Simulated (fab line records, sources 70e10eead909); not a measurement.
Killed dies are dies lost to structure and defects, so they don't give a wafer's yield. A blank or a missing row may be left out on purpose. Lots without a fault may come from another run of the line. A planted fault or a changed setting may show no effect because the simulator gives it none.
fab line records | flow nand_harc
record lots=12 wafers=36 last_day=33
route steps=1302 shown A_M0@1147 END@1302
lots that met no fault: from a run of the same line without faults
start_h: hours from the record's first day to the start of the lot's first wafer shown | wait_h: hours since the lot's step before | " the same as in the row above | L1.1+2: a row that stands for several wafers | - no value, or no start given | * or withheld: withheld | < > ~ a bound
route shown NAME@n: a module of which the file shows steps, and the number in the route of the first | usual: mean/standard deviation of fault-free wafers | same: alike in all rows | chamber/n: place in a boat | sites: the reading at each site | _std_site: their standard deviation | _edge_site: outer sites' mean less inner sites' | radius_mm: how far each site lies from the wafer's centre | mask NAME#n: copy n | behind: the tool/chamber that last shaped the wafer | hold: why the lot was held/for how many hours/how that ended | device: the transistor (n, p or np) that didn't switch | end of line: the same wafers' tests at the end of the route | a step without rows: its recipe alone | killed: dies lost to structure and defects at the first sort, not the wafer's yield | map: a wafer's dies, x killed, . not, _ none there
set.NAME: the setting as run; set.NAME@STEP: as run at that earlier step | model.NAME: the simulator's own value behind a step, which no gauge read
steps of the route over a sample of lots; a table a step, a row a wafer
services: from which hour (start_h, from the record's first day; less than 0 if before it) a tool's chamber was out of use, for how many hours, and why
## steps
# step NHARC_A_M0_CD_MEAS_09
# recipe target_cd_nm=80 landing_energy_ev=500
# usual cd_nm=79.8/0.65
# columns lot.wafer tool chamber start_h wait_h cd_nm
L537.1 cd_sem-03 0 512.97 - 79.9
L537.5 " 0 " " 79.1
L537.6 " 0 " " 80.3
L539.1 cd_sem-03 0 535.10 - 79.7
L539.3 " 0 " " 79.9
L539.5 " 0 " " 79.8
L542.2 cd_sem-02 0 584.27 - 80.1
L542.3 " 0 " " 80.6
L542.4 " 0 " " 79.9
L544.3 cd_sem-02 0 588.21 - 79.2
L544.4 " 0 " " 77.7
L544.6 " 0 " " 80.0
L551.1 cd_sem-01 0 658.51 - 80.3
L551.3 " 0 " " 79.4
L551.6 " 0 " " 79.4
L550.3 cd_sem-03 0 666.08 - 78.0
L550.4 " 0 " " 78.9
L550.6 " 0 " " 79.4
L554.1 cd_sem-02 0 672.07 - 80.3
L554.5 " 0 " " 79.5
L554.6 " 0 " " 79.8
L553.1 cd_sem-03 0 672.49 - 80.0
L553.3 " 0 " " 78.2
L553.6 " 0 " " 79.9
L555.1 cd_sem-03 0 716.74 - 79.6
L555.3 " 0 " " 80.0
L555.4 " 0 " " 80.5
L557.3 cd_sem-03 0 723.21 - 80.8
L557.4 " 0 " " 79.6
L557.6 " 0 " " 80.8
L559.3 cd_sem-01 0 739.50 - 79.7
L559.4 " 0 " " 80.0
L559.6 " 0 " " 79.9
L560.1 cd_sem-02 0 749.07 - 80.2
L560.3 " 0 " " 79.9
L560.6 " 0 " " 78.3
# step NHARC_A_M0_CD_MEAS_16
# usual cd_nm=79.5/0.96
# columns lot.wafer tool chamber start_h wait_h cd_nm
L537.1 cd_sem-03 - 513.46 - 79.4
L537.5 " - " " 79.1
L537.6 " - " " 79.2
L539.1 cd_sem-02 - 535.59 - 78.7
L539.3 " - " " 79.2
L539.5 " - " " 79.2
L542.2 cd_sem-01 - 584.75 - 81.0
L542.3 " - " " 80.4
L542.4 " - " " 79.4
L544.3 cd_sem-03 - 588.69 - 78.2
L544.4 " - " " 78.7
L544.6 " - " " 78.8
L551.1 cd_sem-01 - 659.00 - 79.3
L551.3 " - " " 79.4
L551.6 " - " " 77.1
L550.3 cd_sem-02 - 666.57 - 78.6
L550.4 " - " " 78.5
L550.6 " - " " 77.7
L554.1 cd_sem-02 - 672.55 - 80.4
L554.5 " - " " 80.5
L554.6 " - " " 79.1
L553.1 cd_sem-01 - 672.99 - 80.1
L553.3 " - " " 78.9
L553.6 " - " " 80.8
L555.1 cd_sem-03 - 717.23 - 77.3
L555.3 " - " " 78.9
L555.4 " - " " 80.2
L557.3 cd_sem-03 - 723.70 - 79.9
L557.4 " - " " 79.4
L557.6 " - " " 80.6
L559.3 cd_sem-02 - 740.06 - 80.1
L559.4 " - " " 79.9
L559.6 " - " " 79.7
L560.1 cd_sem-02 - 749.68 0.2 80.4
L560.3 " - " " 80.7
L560.6 " - " " 77.8
# step NHARC_A_M0_ECD_22
# recipe target_thk_a=4000 bath_temp_c=25 material=Cu
# columns lot.wafer tool chamber start_h wait_h
L537.1+5+6 ecd_cu-02 0,0,1 514.48 -
L539.1+3+5 ecd_cu-02 0,1,0 536.62 -
L542.2+3+4 ecd_cu-02 1,1,0 585.74 -
L544.3+4+6 ecd_cu-02 1,0,0 589.77 -
L551.1+3+6 ecd_cu-02 0,1,0 660.00 -
L550.3+4+6 ecd_cu-02 0,1,1 667.64 -
L554.1+6+5 ecd_cu-02 0,1,0 673.57 -
L553.1+3+6 ecd_cu-01 1,0,1 673.97 -
L555.1+3+4 ecd_cu-02 0,1,0 718.26 -
L557.4+3+6 ecd_cu-02 1,0,0 724.77 -
L559.3+4+6 ecd_cu-01 1,0,0 741.16 -
L560.1+3+6 ecd_cu-02 0,0,1 750.80 -
# step NHARC_A_M0_CMP_23
# recipe t_overpolish_s=20 target_thk_nm=113.75
# usual motor_current_A=11.3/1.1 slurry_filter_dp_kPa=13.49/0.14 time_to_endpoint_s=28.3/2.7
# columns lot.wafer tool chamber start_h wait_h motor_current_A slurry_filter_dp_kPa time_to_endpoint_s
L537.1 cmp-01 3 515.19 - 10.5 13.31 24.3
L537.5 " 3 " " 11.1 13.58 23.7
L537.6 " 0 " " 12.3 13.61 28.4
L539.1 cmp-03 3 537.32 - 12.2 13.49 27.0
L539.3 " 1 " " 10.8 13.46 27.0
L539.5 " 2 " " 10.2 13.58 25.6
L542.3 cmp-03 1 586.46 - 10.7 13.65 28.7
L542.4 " 2 " " 10.2 13.50 39.3
L542.2 " 3 " " 13.0 13.70 28.6
L544.3 cmp-01 1 590.40 - 10.2 13.54 23.3
L544.4 " 0 " " 12.8 13.66 40.2
L544.6 " 2 " " 11.1 13.60 41.0
L551.3 cmp-01 3 660.73 - 10.9 13.58 28.0
L551.1 " 1 " " 9.9 13.48 24.5
L551.6 " 2 " " 10.6 13.28 26.0
L550.3 cmp-03 0 668.26 - 12.9 13.40 29.6
L550.4 " 1 " " 11.0 13.17 32.7
L550.6 " 0 " " 13.9 13.46 29.0
L554.1 cmp-04 3 674.37 - 10.6 13.43 35.5
L554.6 " 0 " " 11.2 13.54 28.5
L554.5 " 1 " " 13.5 13.53 28.7
L553.3 cmp-04 2 674.72 - 12.7 13.50 27.2
L553.1 " 3 " " 10.4 13.55 28.5
L553.6 " 2 " " 12.0 13.44 27.9
L555.1 cmp-03 1 718.96 - 11.2 13.34 29.6
L555.3 " 2 " " 10.2 13.54 25.9
L555.4 " 3 " " 12.1 13.40 28.5
L557.4 cmp-03 2 725.40 - 9.2 13.62 25.5
L557.3 " 0 " " 12.1 13.47 29.6
L557.6 " 3 " " 11.9 13.49 30.1
L559.3 cmp-01 0 741.84 - 12.8 13.49 30.0
L559.4 " 1 " " 9.8 13.70 25.6
L559.6 " 3 " " 10.8 13.23 27.9
L560.1 cmp-03 3 751.93 - 12.0 13.37 32.1
L560.3 " 0 " " 13.2 13.49 26.1
L560.6 " 2 " " 9.8 13.70 25.5
# step NHARC_A_M0_DEP_32
# recipe target_thk_a=300 temp_c=370 target_thk_nm=30 pressure_torr=3 flow_sccm=200 rf_w=450 material=SiCN
# usual heater_power_w=565/86
# columns lot.wafer tool chamber start_h wait_h heater_power_w
L537.1 pecvd-03 1 515.91 0.1 447
L537.5 " 2 " " 593
L537.6 " 1 " " 456
L539.1 pecvd-03 2 537.95 0.1 594
L539.3 " 0 " " 715
L539.5 " 0 " " 705
L542.3 pecvd-04 0 587.09 0.1 613
L542.2 " 2 " " 592
L542.4 " 1 " " 605
L544.3 pecvd-04 0 591.01 0.1 631
L544.6 " 0 " " 630
L544.4 " 1 " " 554
L551.3 pecvd-04 0 661.37 0.1 540
L551.1 " 1 " " 465
L551.6 " 1 " " 462
L550.3 pecvd-03 1 668.95 0.1 409
L550.6 " 0 " " 700
L550.4 " 1 " " 414
L554.1 pecvd-04 2 674.93 0.1 512
L554.6 " 2 " " 520
L554.5 " 0 " " 630
L553.3 pecvd-02 0 675.41 0.1 521
L553.1 " 1 " " 525
L553.6 " 0 " " 521
L555.1 pecvd-02 2 719.58 0.1 550
L555.3 " 1 " " 560
L555.4 " 0 " " 447
L557.3 pecvd-04 2 726.10 0.1 548
L557.6 " 1 " " 465
L557.4 " 2 " " 549
L559.3 pecvd-04 0 742.47 0.1 618
L559.4 " 2 " " 625
L559.6 " 0 " " 651
L560.1 pecvd-03 0 752.49 0.1 672
L560.3 " 2 " " 571
L560.6 " 2 " " 579
# step NHARC_END_SORT_01
# recipe temp_c=25
# usual defect_limited_yield=91.5/2.5 killed_at_array=52/17 killed_at_other=1.2/1.4 killed_at_periphery=4.7/2.9 killed_dies=58/17 killed_open=3.2/1.9 killed_short=2.4/1.4 sort_bin_2_pct=3.0/1.1 sort_bin_3_pct=0.6/0.37 sort_bin_4_pct=4.8/1.4 sort_n_pass=619/17 sort_rim_yield_pct=90/4.9 sort_yield_pct=91.5/2.5
# same gross_dies=677 sort_bin_5_pct[%]=0 sort_bin_6_pct[%]=0 sort_bin_7_pct[%]=0 sort_bin_8_pct[%]=0 sort_rim_n_gross=106.00
# columns lot.wafer tool chamber start_h wait_h defect_limited_yield[%] killed_at_array killed_at_other killed_at_periphery killed_dies killed_open killed_short sort_bin_2_pct[%] sort_bin_3_pct[%] sort_bin_4_pct[%] sort_n_pass sort_rim_yield_pct[%] sort_yield_pct[%]
L537.1 prober-02 0 549.16 2.5 89.1 67 0 7 74 3 2 4.6 0.9 5.5 603 77 89.1
L537.5 prober-02 0 552.36 3.7 88.9 69 0 6 75 1 1 4.3 0.4 6.4 602 86 88.9
L537.6 prober-02 0 553.16 4.0 90.1 63 2 2 67 2 1 4.6 0.6 4.7 610 82 90.1
L539.1 prober-02 0 576.77 2.5 92.9 44 0 4 48 0 2 2.8 0.3 4.0 629 87 92.9
L539.3 prober-02 0 578.38 3.1 91.7 53 0 3 56 3 2 2.5 0.1 5.6 621 83 91.7
L539.5 prober-02 0 579.99 3.7 93.4 39 1 5 45 6 4 2.7 0.4 3.5 632 88 93.4
L542.2 prober-02 0 625.66 2.8 94.7 33 0 3 36 3 2 2.1 0.3 3.0 641 92 94.7
L542.3 prober-02 0 626.47 3.1 92.5 46 0 5 51 0 2 2.7 0.7 4.1 626 92 92.5
L542.4 prober-02 0 627.28 3.4 94.2 33 0 6 39 3 2 1.9 0.1 3.7 638 88 94.2
L544.3 prober-01 0 629.77 3.1 90.8 49 2 11 62 9 5 3.2 0.7 5.2 615 88 90.8
L544.4 prober-01 0 630.56 3.4 91.6 51 2 4 57 5 3 3.1 0.7 4.6 620 97 91.6
L544.6 prober-01 0 632.16 4.0 94.1 31 1 8 40 2 5 1.2 0.6 4.1 637 90 94.1
L551.1 prober-02 0 697.93 2.5 95.6 28 0 2 30 3 3 0.4 0.4 3.5 647 89 95.6
L551.3 prober-02 0 699.56 3.1 94.2 31 1 7 39 7 2 2.1 0.1 3.5 638 87 94.2
L551.6 prober-02 0 702.02 4.1 93.5 40 0 4 44 4 5 2.2 0.6 3.7 633 96 93.5
L550.3 prober-01 0 707.41 3.1 92.6 47 1 2 50 1 1 2.5 0.3 4.6 627 87 92.6
L550.4 prober-01 0 708.21 3.4 90.5 60 1 3 64 3 2 3.0 1.0 5.5 613 85 90.5
L550.6 prober-01 0 709.80 4.0 90.3 63 0 3 66 7 4 3.5 0.6 5.6 611 88 90.3
L554.1 prober-02 0 715.31 2.5 87.0 79 3 6 88 3 2 4.6 1.2 7.2 589 86 87.0
L554.5 prober-02 0 718.48 3.7 87.6 78 2 4 84 4 2 4.7 0.7 6.9 593 88 87.6
L554.6 prober-02 0 719.27 4.0 86.1 89 1 4 94 5 1 4.3 1.3 8.3 583 82 86.1
L553.1 prober-01 0 715.33 2.5 94.4 31 1 6 38 6 3 1.3 0.1 4.1 639 95 94.4
L553.3 prober-01 0 716.94 3.1 95.3 28 0 4 32 3 3 2.1 0.3 2.4 645 97 95.3
L553.6 prober-01 0 719.35 4.0 97.6 15 0 1 16 2 1 0.7 0 1.6 661 92 97.6
L555.1 prober-02 0 764.96 2.5 93.9 37 0 4 41 3 3 1.8 0.3 4.0 636 91 93.9
L555.3 prober-02 0 766.54 3.1 95.0 25 1 8 34 1 3 1.2 0.7 3.1 643 93 95.0
L555.4 prober-02 0 767.33 3.4 93.4 34 3 8 45 2 2 1.9 0.3 4.4 632 97 93.4
L557.3 prober-01 0 771.47 3.1 88.0 79 1 1 81 5 0 4.3 1.3 6.4 596 88 88.0
L557.4 prober-01 0 772.27 3.4 88.0 77 1 3 81 4 1 4.4 0.6 6.9 596 90 88.0
L557.6 prober-01 0 773.86 4.0 93.5 39 1 4 44 1 1 2.8 0.7 3.0 633 92 93.5
L559.3 prober-01 0 780.17 3.1 93.5 38 0 6 44 2 4 2.5 0.9 3.1 633 86 93.5
L559.4 prober-01 0 780.97 3.4 90.7 53 3 7 63 2 3 2.8 0.6 5.9 614 93 90.7
L559.6 prober-01 0 782.57 4.0 92.2 47 3 3 53 6 3 2.5 0.3 5.0 624 89 92.2
L560.1 prober-01 0 789.66 2.5 93.2 43 0 3 46 4 3 2.1 0.6 4.1 631 87 93.2
L560.3 prober-01 0 791.24 3.1 94.1 37 0 3 40 2 1 2.7 0.6 2.7 637 91 94.1
L560.6 prober-01 0 793.61 4.0 92.3 50 0 2 52 2 1 2.7 0.4 4.6 625 97 92.3
# killed by level:class
L537.1 A_CHANNEL_HOLE_D1:chamber_film_flake=29 A_CHANNEL_HOLE_D2:chamber_film_flake=13 A_SLIT:chamber_film_flake=11 A_STAIRCASE:chamber_film_flake=4 A_CONTACT:chamber_film_flake=3 P_STI:chamber_film_flake=2 P_BONDPAD:chamber_film_flake=2 P_BONDPAD:geometric_particle:open=1
L537.5 A_CHANNEL_HOLE_D2:chamber_film_flake=22 A_SLIT:chamber_film_flake=19 A_CHANNEL_HOLE_D1:chamber_film_flake=15 P_BONDPAD:chamber_film_flake=5 A_STAIRCASE:chamber_film_flake=5 A_DECK1_JOINT:chamber_film_flake=2 A_CHANNEL_FILL_D2:chamber_film_flake=2 A_CHANNEL_HOLE_D1:geometric_particle:short=1
L537.6 A_CHANNEL_HOLE_D1:chamber_film_flake=19 A_SLIT:chamber_film_flake=17 A_CHANNEL_HOLE_D2:chamber_film_flake=16 A_STAIRCASE:chamber_film_flake=6 THIN_TSV:chamber_film_flake=2 P_M2:geometric_particle:open=1 A_CHANNEL_FILL_D1:geometric_particle:open=1 A_ONON_D2:geometric_particle:short=1
L539.1 A_CHANNEL_HOLE_D2:chamber_film_flake=18 A_CHANNEL_HOLE_D1:chamber_film_flake=17 A_WL_FILL:chamber_film_flake=3 A_CONTACT:chamber_film_flake=3 P_CONTACT:chamber_film_flake=2 P_GATE:geometric_particle:short=1 A_ONON_D1:geometric_particle:short=1 P_ZERO_WELL:chamber_film_flake=1
L539.3 A_CHANNEL_HOLE_D2:chamber_film_flake=22 A_CHANNEL_HOLE_D1:chamber_film_flake=19 A_ZERO_WELL:chamber_film_flake=3 P_CONTACT:chamber_film_flake=2 A_CONTACT:chamber_film_flake=2 A_STAIRCASE:chamber_film_flake=2 P_GATE:geometric_particle:open=1 A_CHANNEL_FILL_D2:geometric_particle:open=1
L539.5 A_CHANNEL_HOLE_D1:chamber_film_flake=13 A_CHANNEL_HOLE_D2:chamber_film_flake=9 A_WL_FILL:chamber_film_flake=4 P_GATE:geometric_particle:open=2 P_GATE:chamber_film_flake=2 A_DECK1_JOINT:chamber_film_flake=2 A_CONTACT:chamber_film_flake=2 P_M0:geometric_particle:open=1
L542.2 A_CHANNEL_HOLE_D2:chamber_film_flake=19 A_STAIRCASE:chamber_film_flake=4 A_CHANNEL_HOLE_D1:chamber_film_flake=3 A_DECK1_JOINT:chamber_film_flake=2 P_BONDPAD:geometric_particle:open=1 A_DECK1_JOINT:geometric_particle:open=1 A_ONON_D2:geometric_particle:open=1 A_CHANNEL_FILL_D2:geometric_particle:short=1
L542.3 A_CHANNEL_HOLE_D2:chamber_film_flake=35 P_GATE:chamber_film_flake=4 A_CHANNEL_HOLE_D1:chamber_film_flake=3 A_DECK1_JOINT:chamber_film_flake=3 A_CHANNEL_FILL_D2:geometric_particle:short=1 A_STAIRCASE:geometric_particle:short=1 P_M2:chamber_film_flake=1 A_STAIRCASE:chamber_film_flake=1
L542.4 A_CHANNEL_HOLE_D2:chamber_film_flake=19 A_CHANNEL_HOLE_D1:chamber_film_flake=3 A_CONTACT:chamber_film_flake=3 P_M2:chamber_film_flake=2 A_DECK1_JOINT:chamber_film_flake=2 P_STI:geometric_particle:short=1 A_ONON_D1:geometric_particle:open=1 A_DECK1_JOINT:geometric_particle:open=1
L544.3 A_SLIT:chamber_film_flake=21 A_CONTACT:chamber_film_flake=7 A_CHANNEL_HOLE_D2:chamber_film_flake=6 A_WL_FILL:geometric_particle:short=3 P_STI:chamber_film_flake=3 P_GATE:chamber_film_flake=3 P_M0:geometric_particle:open=2 A_ONON_D2:geometric_particle:open=2
L544.4 A_SLIT:chamber_film_flake=24 A_CONTACT:chamber_film_flake=7 A_CHANNEL_HOLE_D2:chamber_film_flake=6 A_STAIRCASE:chamber_film_flake=4 P_STI:chamber_film_flake=3 A_ONON_D2:geometric_particle:open=2 A_DECK1_JOINT:chamber_film_flake=2 THIN_TSV:chamber_film_flake=2
L544.6 A_SLIT:chamber_film_flake=16 A_CHANNEL_HOLE_D2:chamber_film_flake=5 A_CONTACT:chamber_film_flake=3 P_GATE:chamber_film_flake=2 P_BONDPAD:chamber_film_flake=2 A_DECK1_JOINT:chamber_film_flake=2 P_GATE:geometric_particle:open=1 P_GATE:geometric_particle:short=1
L551.1 A_CHANNEL_HOLE_D2:chamber_film_flake=11 A_CHANNEL_HOLE_D1:chamber_film_flake=7 A_SLIT:chamber_film_flake=2 P_CONTACT:geometric_particle:open=1 A_SOURCE_PLATE:geometric_particle:open=1 A_SOURCE_PLATE:geometric_particle:short=1 A_CHANNEL_FILL_D1:geometric_particle:short=1 A_CHANNEL_FILL_D2:geometric_particle:short=1
L551.3 A_CHANNEL_HOLE_D2:chamber_film_flake=13 A_CHANNEL_HOLE_D1:chamber_film_flake=5 A_CONTACT:chamber_film_flake=4 P_ZERO_WELL:chamber_film_flake=3 A_SLIT:chamber_film_flake=3 A_M0:geometric_particle:open=2 P_GATE:geometric_particle:open=1 P_GATE:geometric_particle:short=1
L551.6 A_CHANNEL_HOLE_D2:chamber_film_flake=17 A_CHANNEL_HOLE_D1:chamber_film_flake=10 A_CONTACT:chamber_film_flake=4 A_WL_FILL:geometric_particle:short=3 P_M1:chamber_film_flake=2 P_CONTACT:geometric_particle:open=1 P_M0:geometric_particle:open=1 A_CHANNEL_FILL_D1:geometric_particle:short=1
L550.3 A_CHANNEL_HOLE_D1:chamber_film_flake=18 A_CHANNEL_HOLE_D2:chamber_film_flake=17 A_CONTACT:chamber_film_flake=7 A_SLIT:chamber_film_flake=2 P_CONTACT:geometric_particle:open=1 A_CHANNEL_HOLE_D2:geometric_particle:short=1 P_ZERO_WELL:chamber_film_flake=1 A_STAIRCASE:chamber_film_flake=1
L550.4 A_CHANNEL_HOLE_D1:chamber_film_flake=28 A_CHANNEL_HOLE_D2:chamber_film_flake=16 A_CONTACT:chamber_film_flake=7 A_ZERO_WELL:chamber_film_flake=2 P_CONTACT:geometric_particle:open=1 P_M0:geometric_particle:open=1 P_M1:geometric_particle:short=1 A_CHANNEL_HOLE_D1:geometric_particle:open=1
L550.6 A_CHANNEL_HOLE_D1:chamber_film_flake=21 A_CHANNEL_HOLE_D2:chamber_film_flake=20 A_CONTACT:chamber_film_flake=7 A_M1:chamber_film_flake=4 A_WL_FILL:geometric_particle:open=2 A_CONTACT:geometric_particle:open=2 P_M0:geometric_particle:open=1 P_M1:geometric_particle:short=1
L554.1 A_SLIT:chamber_film_flake=35 A_CHANNEL_HOLE_D1:chamber_film_flake=18 A_CHANNEL_HOLE_D2:chamber_film_flake=12 A_STAIRCASE:chamber_film_flake=3 THIN_TSV:chamber_film_flake=3 P_M1:chamber_film_flake=2 A_DECK1_JOINT:chamber_film_flake=2 A_CHANNEL_FILL_D2:chamber_film_flake=2
L553.1 A_CHANNEL_HOLE_D1:chamber_film_flake=9 A_SLIT:chamber_film_flake=6 A_STAIRCASE:chamber_film_flake=3 A_CONTACT:chamber_film_flake=3 P_GATE:chamber_film_flake=2 A_CHANNEL_FILL_D2:chamber_film_flake=2 P_CONTACT:geometric_particle:short=1 P_M1:geometric_particle:open=1
L553.3 A_CHANNEL_HOLE_D1:chamber_film_flake=7 A_STAIRCASE:chamber_film_flake=6 A_CONTACT:chamber_film_flake=6 P_GATE:chamber_film_flake=4 A_CHANNEL_FILL_D2:chamber_film_flake=2 A_SOURCE_PLATE:geometric_particle:open=1 A_ONON_D1:geometric_particle:short=1 A_ONON_D2:geometric_particle:short=1
L554.5 A_CHANNEL_HOLE_D2:chamber_film_flake=26 A_SLIT:chamber_film_flake=25 A_CHANNEL_HOLE_D1:chamber_film_flake=15 A_CONTACT:chamber_film_flake=6 P_CONTACT:geometric_particle:open=1 P_M0:geometric_particle:open=1 A_ONON_D1:geometric_particle:open=1 A_DECK1_JOINT:geometric_particle:short=1
L554.6 A_SLIT:chamber_film_flake=36 A_CHANNEL_HOLE_D1:chamber_film_flake=26 A_CHANNEL_HOLE_D2:chamber_film_flake=14 A_CHANNEL_FILL_D1:chamber_film_flake=6 P_M1:chamber_film_flake=3 A_CHANNEL_FILL_D2:geometric_particle:open=2 P_M0:geometric_particle:open=1 A_CHANNEL_HOLE_D1:geometric_particle:open=1
L553.6 A_SLIT:chamber_film_flake=5 A_CHANNEL_HOLE_D1:chamber_film_flake=3 A_CONTACT:chamber_film_flake=2 P_CONTACT:geometric_particle:open=1 A_SOURCE_PLATE:geometric_particle:open=1 A_WL_FILL:geometric_particle:short=1 A_CHANNEL_FILL_D2:chamber_film_flake=1 A_STAIRCASE:chamber_film_flake=1
L555.1 A_CHANNEL_HOLE_D1:chamber_film_flake=12 A_CONTACT:chamber_film_flake=10 A_SLIT:chamber_film_flake=4 A_WL_FILL:chamber_film_flake=4 P_BONDPAD:chamber_film_flake=3 A_ONON_D1:geometric_particle:open=2 A_STAIRCASE:chamber_film_flake=2 P_M0:geometric_particle:open=1
L555.3 A_CHANNEL_HOLE_D1:chamber_film_flake=12 A_CONTACT:chamber_film_flake=6 P_BONDPAD:chamber_film_flake=5 A_SLIT:chamber_film_flake=3 P_M0:geometric_particle:short=1 A_CHANNEL_FILL_D1:geometric_particle:open=1 A_ONON_D2:geometric_particle:short=1 A_SGD_CUT:geometric_particle:short=1
L555.4 A_CHANNEL_HOLE_D1:chamber_film_flake=13 P_BONDPAD:chamber_film_flake=6 A_SLIT:chamber_film_flake=6 A_CONTACT:chamber_film_flake=5 A_ZERO_WELL:chamber_film_flake=2 A_DECK1_JOINT:chamber_film_flake=2 A_STAIRCASE:chamber_film_flake=2 A_WL_FILL:chamber_film_flake=2
L557.3 A_SLIT:chamber_film_flake=28 A_CHANNEL_HOLE_D2:chamber_film_flake=20 A_CHANNEL_HOLE_D1:chamber_film_flake=13 A_BLC:chamber_film_flake=6 A_CONTACT:chamber_film_flake=5 A_STAIRCASE:chamber_film_flake=3 P_M0:geometric_particle:open=1 A_SGD_CUT:geometric_particle:open=1
L557.4 A_SLIT:chamber_film_flake=33 A_CHANNEL_HOLE_D2:chamber_film_flake=18 A_CONTACT:chamber_film_flake=13 A_CHANNEL_HOLE_D1:chamber_film_flake=5 A_STAIRCASE:chamber_film_flake=3 P_CONTACT:geometric_particle:open=1 A_CHANNEL_FILL_D1:geometric_particle:short=1 A_CHANNEL_HOLE_D2:geometric_particle:open=1
L557.6 A_SLIT:chamber_film_flake=15 A_CHANNEL_HOLE_D2:chamber_film_flake=7 A_CONTACT:chamber_film_flake=7 A_CHANNEL_HOLE_D1:chamber_film_flake=4 P_ZERO_WELL:chamber_film_flake=2 A_STAIRCASE:chamber_film_flake=2 A_SLIT:geometric_particle:open=1 A_WL_FILL:chamber_film_flake=1
L559.3 A_CHANNEL_HOLE_D2:chamber_film_flake=16 A_CONTACT:chamber_film_flake=9 A_SLIT:chamber_film_flake=5 P_ZERO_WELL:chamber_film_flake=3 P_M2:chamber_film_flake=2 A_STAIRCASE:chamber_film_flake=2 P_GATE:geometric_particle:open=1 A_ONON_D1:geometric_particle:short=1
L559.4 A_CHANNEL_HOLE_D2:chamber_film_flake=23 A_SLIT:chamber_film_flake=10 A_CONTACT:chamber_film_flake=9 A_STAIRCASE:chamber_film_flake=8 P_ZERO_WELL:chamber_film_flake=3 P_M2:chamber_film_flake=2 THIN_TSV:chamber_film_flake=2 P_STI:geometric_particle:open=1
L559.6 A_CHANNEL_HOLE_D2:chamber_film_flake=16 A_CONTACT:chamber_film_flake=14 A_STAIRCASE:chamber_film_flake=4 A_SLIT:chamber_film_flake=3 A_WL_FILL:geometric_particle:open=2 THIN_TSV:chamber_film_flake=2 P_GATE:geometric_particle:short=1 A_SOURCE_PLATE:geometric_particle:open=1
L560.1 A_SLIT:chamber_film_flake=25 A_CONTACT:chamber_film_flake=6 A_CHANNEL_HOLE_D2:chamber_film_flake=5 A_WL_FILL:geometric_particle:open=2 P_GATE:chamber_film_flake=2 A_ONON_D2:geometric_particle:short=1 A_CHANNEL_FILL_D2:geometric_particle:open=1 A_SGD_CUT:geometric_particle:short=1
L560.3 A_SLIT:chamber_film_flake=21 A_CHANNEL_HOLE_D2:chamber_film_flake=6 A_WL_FILL:chamber_film_flake=3 A_CONTACT:chamber_film_flake=3 A_ONON_D1:geometric_particle:open=1 A_DECK1_JOINT:geometric_particle:short=1 A_WL_FILL:geometric_particle:open=1 P_ZERO_WELL:chamber_film_flake=1
L560.6 A_SLIT:chamber_film_flake=35 A_CHANNEL_HOLE_D2:chamber_film_flake=4 A_DECK1_JOINT:chamber_film_flake=2 A_CONTACT:chamber_film_flake=2 A_ONON_D2:geometric_particle:open=1 A_SGD_CUT:geometric_particle:open=1 A_WL_FILL:geometric_particle:short=1 P_STI:chamber_film_flake=1
## services
# columns tool chamber start_h hours kind
ecd_cu-01 - 494.28 4.8 repair
cmp-01 - 494.70 2.4 repair
cmp-03 - 497.04 4.2 repair
cmp-03 - 505.42 2.0 repair
cmp-04 - 506.97 4.0 pm
ecd_cu-01 - 512.20 8.0 pm
pecvd-02 - 533.68 10.6 repair
cmp-03 - 536.21 0.9 repair
pecvd-03 - 547.18 13.0 pm
pecvd-04 - 564.65 5.3 repair
cmp-03 - 568.87 3.5 repair
cmp-03 - 574.55 4.0 pm
cmp-01 - 577.50 4.0 pm
pecvd-02 - 589.32 13.0 pm
ecd_cu-02 - 601.09 8.0 pm
pecvd-03 0 612.42 3.4 repair
pecvd-04 - 631.43 13.0 pm
ecd_cu-02 - 643.36 1.1 repair
cmp-03 - 672.55 4.0 pm
cmp-01 - 675.50 4.0 pm
cmp-01 - 708.45 0.8 repair
pecvd-04 - 717.28 0.6 repair
pecvd-03 - 728.18 13.0 pm
cmp-01 - 746.34 0.5 repair
## key
first_sign step=NHARC_A_M0_CMP_23 reading=time_to_endpoint_s direction=up sigmas=4.5 usual=* struck=*
effect none on later readings
met_at NHARC_A_M0_ECD_22
struck_lots L542,L544
struck_wafers L542.4,L544.4,L544.6
not_acting_at NHARC_A_M0_CD_MEAS_09,NHARC_A_M0_CD_MEAS_16,NHARC_A_M0_DEP_32
onset_between 536.62 585.74
fault kind=process_parameter_drift tool=ecd_cu-02 chamber=0 onset_h=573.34 steps=NHARC_A_M0_ECD_22 channel=target_thk_a offset=* shape=step end_h=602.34 acts_in=* stated=*
